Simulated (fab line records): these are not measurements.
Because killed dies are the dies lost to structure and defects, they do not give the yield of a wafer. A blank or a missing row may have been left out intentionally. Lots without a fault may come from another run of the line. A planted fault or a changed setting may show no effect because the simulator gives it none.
One fault seen from 3 desks :: flow n5 finfet :: each desk has only its own numbers; what lay behind them comes last

== TOOL OWNER'S DESK, rie diel-06 ==
The tool's own readings at N5_BEOL_M7_ETCH_66 (etches SOC in N2/H2, target depth 80 nm, overetch 16 nm, time 120 s): means of the sampled wafers that have a number, for each lot that ran on this tool. Marked OUT: a lot whose mean sits more than 4 standard deviations from the usual mean, which makes it out of limits; the brackets give that distance.
Columns: A = bias w at N5_BEOL_M7_ETCH_66, usual 150.0 W; B = drypump motor current A at N5_BEOL_M7_ETCH_66, usual 5.4 A; C = oes product au at N5_BEOL_M7_ETCH_66, usual 0.62 a.u.; D = rf vpp V at N5_BEOL_M7_ETCH_66, usual 524.7 V; E = run length s at N5_BEOL_M7_ETCH_66, usual 143.2 s; F = showerhead plenum p Torr at N5_BEOL_M7_ETCH_66, usual 2.58 Torr; G = throttle valve pct at N5_BEOL_M7_ETCH_66, usual 17.8 %
lot: L684
first seen here: day 10 16:45
A: 150.2
B: 5.1
C: 0.64
D: 524.0
E: 143.2
F: 2.53
G: 17.7

lot: L689
first seen here: day 12 01:33
A: 150.4
B: 5.1
C: 0.68
D: 525.6
E: 143.6
F: 2.63
G: 17.8

lot: L698
first seen here: day 13 15:06
A: 150.2
B: 4.8
C: 0.54
D: 522.4
E: 165.9 (+47) OUT
F: 2.50
G: 18.0

lot: L699
first seen here: day 14 08:44
A: 150.2
B: 5.1
C: 0.56
D: 523.4
E: 166.1 (+48) OUT
F: 2.52
G: 17.8
This desk finds L698, L699 out of limits, L698 being first, at day 13 15:06 (run length s at N5_BEOL_M7_ETCH_66). L684, L689 stayed within limits.

== THE DEFECT DESK ==
Inspection counts along the route, by lot: the mean over sampled wafers that carry a number. Marked OUT: a lot whose mean sits more than 4 standard deviations from the usual mean, which makes it out of limits; the brackets give that distance.
Columns: A = raw defect count at N5_BEOL_M7_INSPECT_30, usual 461
lot: L684
first seen here: day 10 16:02
A: 598

lot: L689
first seen here: day 12 01:26
A: 437

lot: L692
first seen here: day 12 09:55
A: 283

lot: L698
first seen here: day 13 14:59
A: 651

lot: L699
first seen here: day 14 08:37
A: 576

lot: L702
first seen here: day 15 01:52
A: 393
This desk's finding: nothing out of limits on any of the 6 lots.

== THE METROLOGY DESK ==
Means of the sampled wafers that have a number, per lot and without regard to the tool the lot ran on: this is what the gauges read. Marked OUT: a lot whose mean sits more than 4 standard deviations from the usual mean, which makes it out of limits; the brackets give that distance.
Columns: A = cd nm at N5_BEOL_M7_CD_MEAS_28, usual 40.02 nm; B = V6_OVL at N5_BEOL_M7_OVL_MEAS_29, usual 0.4 nm
lot: L684
first seen here: day 10 15:57
A: 40.05
B: -0.4

lot: L689
first seen here: day 12 01:20
A: 39.96
B: 0.1

lot: L692
first seen here: day 12 09:49
A: 40.26
B: 0.5

lot: L698
first seen here: day 13 14:54
A: 40.19
B: 0.4

lot: L699
first seen here: day 14 08:32
A: 39.79
B: -0.1

lot: L702
first seen here: day 15 01:46
A: 39.91
B: 1.4
This desk's finding: nothing out of limits on any of the 6 lots.

== TAKEN TOGETHER ==
The tool owner's desk had the chance to raise an alarm at day 13 15:06 on L698, L699.
Nothing out of limits was seen by the defect desk.
From the metrology desk's view, nothing was out of limits.
The defect desk has L698, L699 on record, within its limits.
The metrology desk has L698, L699 on record, within its limits.
The lots listed all ran N5_BEOL_M7_ETCH_66 on rie diel-06.

== WHAT HAD BEEN PUT IN BY THE SIMULATOR ==
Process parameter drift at N5_BEOL_M7_ETCH_66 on rie diel-06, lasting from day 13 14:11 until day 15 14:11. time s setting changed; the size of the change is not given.
Lots struck among those shown: L698, L699.
Delay in hours, fault start to first out-of-limits reading, by desk: the tool owner's desk at 1.
